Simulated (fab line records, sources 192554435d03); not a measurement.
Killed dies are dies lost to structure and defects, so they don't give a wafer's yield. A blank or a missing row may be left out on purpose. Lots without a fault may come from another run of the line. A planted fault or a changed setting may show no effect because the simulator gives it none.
Chamber matching | flow n5_finfet | N5_BEOL_M4_ETCH_77 on rie_diel-02: 4 sister chambers
The step etches underlayer in N2/H2, target depth 6.5 nm, time 5.2 s. 4 wafers are shown with their chamber, then 8 later ones without.

WAFERS WITH THEIR CHAMBER
wafer  | chamber | drypump_motor_current_A (A)
L084.5 | 3       | 5.2
L085.3 | 0       | 6.2
L085.4 | 1       | 5.8
L088.1 | 2       | 6.7

WAFERS WITHOUT THEIR CHAMBER
wafer  | drypump_motor_current_A (A)
L088.2 | 5.8
L088.5 | 6.7
L094.2 | 5.3
L094.3 | 6.2
L094.5 | 5.9
L097.3 | 5.2
L097.5 | 6.6
L097.6 | 5.9

WHICH CHAMBER EACH WENT THROUGH
wafer  | from the rows above | in truth
L088.2 | 1                   | 1
L088.5 | 2                   | 2
L094.2 | 3                   | 3
L094.3 | 0                   | 0
L094.5 | 1                   | 1
L097.3 | 3                   | 3
L097.5 | 2                   | 2
L097.6 | 1                   | 1
Placed correctly: 8 of 8. Can't be placed from these rows: 0. Placed wrongly: 0.
How it was worked out, from the rows above alone: a wafer's distance from a chamber is the root of the sum, over the readings, of the square of ((its reading less the chamber's mean) divided by the reading's scatter). The wafer belongs to the nearest chamber; if the next one is less than 2 further off, it can't be placed. A chamber's mean is the mean of its shown wafers. The scatter: with one shown wafer a chamber, the root of the mean of the squares of how far each hidden wafer lies from its nearest shown one.
